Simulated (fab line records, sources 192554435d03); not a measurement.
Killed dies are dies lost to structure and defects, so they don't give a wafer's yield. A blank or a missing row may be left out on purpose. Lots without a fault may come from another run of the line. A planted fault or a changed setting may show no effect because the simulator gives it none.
Problem report in the 8D (eight disciplines) form, filled by code | flow n5_finfet | the parts of the form that need people (team, actions taken, sign-off) are left out

1. THE PROBLEM
raw_defect_count at N5_FIN_SAQP_INSPECT_40 reads a mean of 1381 on 6 wafers of 2 lots; wafers without a fault read 237 with a standard deviation of 71. That is +16 standard deviations from the usual mean.
The step: inspects for defects (brightfield).
First seen on wafer L769.3, day 6 02:46, on defect_inspect-01. The record holds 27 wafers of 9 lots with a number at this step. Rule for "out", or "out of limits": more than 4 standard deviations from the usual mean. The other wafers with a number count as sound.

2. WHAT IT IS AND WHAT IT IS NOT
question                    | is                     | is not
which readings at this step | raw_defect_count       | -
which lots                  | L769, L772             | L753, L757, L758, L759, L763, L775, L776
which wafers of those lots  | all that have a number | -
read on which gauges        | defect_inspect-01      | defect_inspect-02
when                        | from day 6 02:46       | up to then (15 sound wafers); but 6 sound wafers of L775, L776 came after

3. SUSPECTS, AND WHAT RULES EACH OUT
Counting: a tool at a process step up to the reading stays a suspect if it ran every lot that is out and no sound lot after the first of them.
- the gauge at N5_FIN_SAQP_INSPECT_40: ruled out. All the wafers that are out were read on defect_inspect-01, but those of them that N5_FIN_CUT_INSPECT_10 has rows for are out there too, on other tools.
- rie_diel-06 at N5_FIN_SAQP_ETCH_69 (etches SOC in N2/H2, stops on SiNx, target depth 150 nm): kept. It ran every lot that is out, first L769 (day 6 01:20), and no sound lot after that; its last sound lot up to then is L759 (day 3 15:35).
- rie_diel-06 at N5_FIN_SAQP_STRIP_70 (strips in N2/H2): kept. It ran every lot that is out, first L769 (day 6 01:26), and no sound lot after that; its last sound lot up to then is L759 (day 3 15:41).
- ald_sin-02 at N5_FIN_SAQP_SPACER2_ALD_28 (deposits SiO2, target thk 8.1 nm, pulse time 1 s, purge time 2 s): kept. It ran every lot that is out, first L769 (day 6 01:39), and no sound lot after that; its last sound lot up to then is L759 (day 3 15:53).
Left after counting: rie_diel-06 at N5_FIN_SAQP_ETCH_69, rie_diel-06 at N5_FIN_SAQP_STRIP_70, ald_sin-02 at N5_FIN_SAQP_SPACER2_ALD_28.

4. THE CAUSE (what the simulator had put in)
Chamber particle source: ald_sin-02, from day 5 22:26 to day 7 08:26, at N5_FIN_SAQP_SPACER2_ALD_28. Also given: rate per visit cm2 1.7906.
Counting left 3 suspects, and this tool is among them.

5. THE CHAIN OF EFFECTS, in route order
Each row: a reading whose mean over the struck wafers that have a number lies more than 3 standard deviations from the usual. Only readings for which the record gives a usual standard deviation are gone through. hours: the time from each lot's start at the first step in this table that gives one to its start at this step, as a median over the lots. sigmas: the change in usual standard deviations.
hours | step                    | reading              | usual  | on struck wafers | change | sigmas
0     | N5_FIN_SAQP_INSPECT_40  | raw_defect_count     | 237    | 1381             | +1144  | +16
0     | N5_FIN_CUT_INSPECT_10   | raw_defect_count     | 43     | 1200             | +1156  | +99 or more
259   | N5_PASSIVATION_PROBE_49 | defect_limited_yield | 91.1 % | 82.8             | -8.3   | -5.5
259   | N5_PASSIVATION_PROBE_49 | killed_at_front_end  | 39     | 134              | +95    | +8.6
259   | N5_PASSIVATION_PROBE_49 | killed_dies          | 105    | 202              | +98    | +5.4
259   | N5_PASSIVATION_PROBE_49 | killed_on_rim        | 14     | 32               | +18    | +4.6
259   | N5_PASSIVATION_PROBE_49 | sort_bin_5_function  | 5.1 %  | 10.2             | +5.1   | +5.5
259   | N5_PASSIVATION_PROBE_49 | sort_n_pass          | 1075   | 978              | -98    | -5.4
259   | N5_PASSIVATION_PROBE_49 | sort_yield_pct       | 91.1 % | 82.8             | -8.3   | -5.5
The process steps in it:
- N5_PASSIVATION_PROBE_49
Later measuring or inspecting steps at which every struck wafer that the step has a row for has a number for every such reading, and none has moved that far: N5_BEOL_M4_RC_MEAS_101.

6. WHAT WOULD HAVE CAUGHT IT SOONER
In this record the first reading out of limits at a measuring or inspecting step was taken at day 6 02:46, 4 hours after the fault began at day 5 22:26.
Of the tool readings at N5_FIN_SAQP_SPACER2_ALD_28 for which the record gives a usual standard deviation, none was out on any struck wafer, so an alarm limit of 4 standard deviations on them would not have fired.
Of the lots that are out (2), L772 began N5_FIN_SAQP_SPACER2_ALD_28 on ald_sin-02 after day 6 02:46. A hold on the tool at that time would have spared it.
